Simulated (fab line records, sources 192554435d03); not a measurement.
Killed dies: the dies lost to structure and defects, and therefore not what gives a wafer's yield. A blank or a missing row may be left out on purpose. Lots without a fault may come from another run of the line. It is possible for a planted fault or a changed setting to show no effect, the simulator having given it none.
Matching of chambers | flow n5_finfet | N5_BEOL_M2_ETCH_77 on rie_diel-02 has 4 sister chambers
The step etches underlayer in N2/H2, target depth 6.5 nm, time 5.2 s. 22 wafers are shown with their chamber, then 11 later ones without.

EACH WAFER AND ITS CHAMBER
wafer  | chamber | drypump_motor_current_A (A) | showerhead_plenum_p_Torr (Torr) | throttle_valve_pct (%)
L076.1 | 2       | 6.7                         | 2.64                            | 18.19
L076.2 | 0       | 6.2                         | 2.60                            | 17.63
L076.4 | 1       | 5.9                         | 2.53                            | 17.80
L078.3 | 2       | 6.6                         | 2.64                            | 18.21
L078.4 | 0       | 6.2                         | 2.60                            | 17.64
L078.5 | 1       | 5.8                         | 2.52                            | 17.82
L080.2 | 1       | 5.8                         | 2.52                            | 17.77
L080.5 | 2       | 6.6                         | 2.64                            | 18.20
L080.6 | 1       | 5.8                         | 2.52                            | 17.81
L084.1 | 3       | 5.2                         | 2.52                            | 17.63
L084.5 | 3       | 5.2                         | 2.51                            | 17.64
L084.6 | 0       | 6.2                         | 2.60                            | 17.64
L085.1 | 0       | 6.2                         | 2.59                            | 17.68
L085.2 | 2       | 6.6                         | 2.63                            | 18.24
L085.3 | 3       | 5.2                         | 2.52                            | 17.67
L085.4 | 1       | 5.8                         | 2.52                            | 17.82
L085.5 | 0       | 6.2                         | 2.59                            | 17.65
L085.6 | 3       | 5.3                         | 2.51                            | 17.67
L088.1 | 3       | 5.2                         | 2.51                            | 17.69
L088.2 | 0       | 6.2                         | 2.59                            | 17.66
L088.5 | 0       | 6.2                         | 2.59                            | 17.69
L089.1 | 1       | 5.8                         | 2.52                            | 17.86

SIGNATURES (averages over the wafers above)
reading                  | chamber 0 | chamber 1 | chamber 2 | chamber 3 | scatter within a chamber
drypump_motor_current_A  | 6.200     | 5.817     | 6.625     | 5.220     | 0.0364
showerhead_plenum_p_Torr | 2.5943    | 2.5217    | 2.6375    | 2.5140    | 0.005
throttle_valve_pct       | 17.6557   | 17.8133   | 18.2100   | 17.6600   | 0.0248
Rule: a wafer's distance from a chamber is the root of the sum, over the readings, of the square of ((its reading less the chamber's mean) divided by the reading's scatter). If the next closest chamber is less than 2 further off than the closest, the wafer can't be placed; otherwise it belongs to the closest. The scatter: take each reading less its chamber's mean, square it, sum over the shown wafers, divide by the number of wafers less the number of chambers, and take the root.

WAFERS WHOSE CHAMBER IS MISSING
wafer  | drypump_motor_current_A (A) | showerhead_plenum_p_Torr (Torr) | throttle_valve_pct (%)
L089.4 | 5.2                         | 2.51                            | 17.67
L089.5 | 6.2                         | 2.59                            | 17.65
L090.2 | 5.8                         | 2.51                            | 17.85
L090.3 | 6.1                         | 2.59                            | 17.69
L090.5 | 6.6                         | 2.63                            | 18.24
L096.2 | 5.2                         | 2.51                            | 17.68
L096.4 | 5.9                         | 2.51                            | 17.84
L096.5 | 5.8                         | 2.51                            | 17.87
L091.3 | 6.7                         | 2.62                            | 18.24
L091.4 | 5.2                         | 2.50                            | 17.69
L091.5 | 6.2                         | 2.58                            | 17.73

EACH ONE'S CHAMBER
wafer  | from the rows above | in truth
L089.4 | 3                   | 3
L089.5 | 0                   | 0
L090.2 | 1                   | 1
L090.3 | 0                   | 0
L090.5 | 2                   | 2
L096.2 | 3                   | 3
L096.4 | 1                   | 1
L096.5 | 1                   | 1
L091.3 | 2                   | 2
L091.4 | 3                   | 3
L091.5 | 0                   | 0
Correct placement for 11 of the 11. Number that these rows cannot place: 0. Wrongly placed: 0.
